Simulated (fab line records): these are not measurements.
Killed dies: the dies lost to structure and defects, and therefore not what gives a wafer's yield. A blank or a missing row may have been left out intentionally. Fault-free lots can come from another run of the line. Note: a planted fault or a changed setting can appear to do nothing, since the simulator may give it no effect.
Split-lot trial | flow n5 finfet | 7 lots, 39 wafers read, on a route of 1938 steps

== ON THE SPLIT ==
At N5_PASSIVATION_AL_DEP_21 (deposits Al, target thk 2800 nm, time 170 s), the setting target thk a was moved away from the recipe's 28000 angstrom on 15 of the 39 wafers read, by -53.8% to +45.6%. The other wafers ran this setting at the recipe's value.

The reading is taken at the split's own step.

== THE READING ==
Al_of_PASSIVATION_AL_DEP_21.thk nm (the simulator's own value, which no gauge read), in nm, at N5_PASSIVATION_AL_DEP_21 (deposits Al, target thk 2800 nm, time 170 s). There is no usual value for it anywhere in the file. Across the 24 wafers here that went through the recipe, the average is 2796 nm and the standard deviation 46 nm.

wafer  | tool, chamber at the split | target thk a as run, angstrom | against the recipe | Al_of_PASSIVATION_AL_DEP_21.thk nm, nm | against lot-mates on the recipe
L081.1 | pvd sputter-02, -          | 35010                         | +25.0%             | 3501                                   | +690
L081.2 | pvd sputter-02, -          | 28000                         | recipe             | 2814                                   | -
L081.3 | pvd sputter-02, -          | 28000                         | recipe             | 2849                                   | -
L081.4 | pvd sputter-02, -          | 28000                         | recipe             | 2771                                   | -
L081.5 | pvd sputter-02, -          | 35010                         | +25.0%             | 3555                                   | +744
L081.6 | pvd sputter-02, -          | 35010                         | +25.0%             | 3505                                   | +694
L086.1 | pvd sputter-03, -          | 40770                         | +45.6%             | 4037                                   | +1216
L086.2 | pvd sputter-03, -          | 40770                         | +45.6%             | 4087                                   | +1266
L086.3 | pvd sputter-03, -          | 28000                         | recipe             | 2802                                   | -
L086.4 | pvd sputter-03, -          | 28000                         | recipe             | 2850                                   | -
L086.5 | pvd sputter-03, -          | 40770                         | +45.6%             | 4116                                   | +1295
L086.6 | pvd sputter-03, -          | 28000                         | recipe             | 2811                                   | -
L090.1 | pvd sputter-03, -          | 28000                         | recipe             | 2830                                   | -
L090.2 | pvd sputter-03, -          | 28000                         | recipe             | 2804                                   | -
L090.3 | pvd sputter-03, -          | 28000                         | recipe             | 2817                                   | -
L090.4 | pvd sputter-03, -          | 35500                         | +26.8%             | 3587                                   | +770
L090.5 | pvd sputter-03, -          | 35500                         | +26.8%             | 3586                                   | +769
L090.6 | pvd sputter-03, -          | 35500                         | +26.8%             | 3578                                   | +761
L092.1 | pvd sputter-01, -          | 28000                         | recipe             | 2766                                   | -
L092.3 | pvd sputter-01, -          | 28000                         | recipe             | 2801                                   | -
L092.4 | pvd sputter-01, -          | 28000                         | recipe             | 2852                                   | -
L095.1 | pvd sputter-03, -          | 21960                         | -21.6%             | 2193                                   | -603
L095.2 | pvd sputter-03, -          | 21960                         | -21.6%             | 2202                                   | -594
L095.3 | pvd sputter-03, -          | 28000                         | recipe             | 2805                                   | -
L095.4 | pvd sputter-03, -          | 28000                         | recipe             | 2782                                   | -
L095.5 | pvd sputter-03, -          | 21960                         | -21.6%             | 2184                                   | -612
L095.6 | pvd sputter-03, -          | 28000                         | recipe             | 2802                                   | -
L097.1 | pvd sputter-02, -          | 28000                         | recipe             | 2800                                   | -
L097.2 | pvd sputter-02, -          | 12940                         | -53.8%             | 1317                                   | -1523
L097.3 | pvd sputter-02, -          | 12940                         | -53.8%             | 1329                                   | -1511
L097.4 | pvd sputter-02, -          | 28000                         | recipe             | 2878                                   | -
L097.5 | pvd sputter-02, -          | 28000                         | recipe             | 2843                                   | -
L097.6 | pvd sputter-02, -          | 12940                         | -53.8%             | 1372                                   | -1468
L096.1 | pvd sputter-01, -          | 28000                         | recipe             | 2809                                   | -
L096.2 | pvd sputter-01, -          | 28000                         | recipe             | 2713                                   | -
L096.3 | pvd sputter-01, -          | 28000                         | recipe             | 2753                                   | -
L096.4 | pvd sputter-01, -          | 28000                         | recipe             | 2697                                   | -
L096.5 | pvd sputter-01, -          | 28000                         | recipe             | 2748                                   | -
L096.6 | pvd sputter-01, -          | 28000                         | recipe             | 2708                                   | -

THE FIT
A straight line over all 39 wafers: Al_of_PASSIVATION_AL_DEP_21.thk nm changes by +27.9 nm for each +1% of target thk a; r = +1.00; the points scatter about the line by 43 nm.
The same after taking each lot's own level away (the mean of its wafers on the recipe; 39 wafers): +27.9 nm for each +1%; r = +1.00; scatter 28 nm.
The reading moves by 1.5e+03 nm for the largest change in target thk a, on that fit.
From 2738.0 to 2840.3 nm: that is the span of the lots' own levels, equal to 2.2 times the standard deviation above.
The two slopes agree, so the slope changes little with the lot-to-lot level.
Check: for one of the wafers moved furthest among these (-53.8%), held out of the fit, the line's prediction against its lot-mates is -1.5e+03 nm. It came out at -1.52e+03 nm against them.

== FURTHER SPLITS ON THESE WAFERS ==
Other splits were also applied to these wafers ahead of the reading. Each is held against what the fit with the lots' levels taken away leaves over:
other split on the same wafers    | wafers away from the commonest value | r with Al_of_PASSIVATION_AL_DEP_21.thk nm (lot level and that fit taken away)
N5_BEOL_M5_HM_DEP_02 target thk a | 12                                   | -0.03
N5_BEOL_M6_ETCH_62 time s         | 18                                   | +0.15
N5_BEOL_M12_DEP_53 target thk a   | 12                                   | -0.24
N5_BEOL_M14_ILD_DEP_00 time s     | 12                                   | +0.25

== THE FILE'S OWN FIT ==
Al_of_PASSIVATION_AL_DEP_21.thk nm changes by +27.9 nm for each +1% of target thk a, r = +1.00.
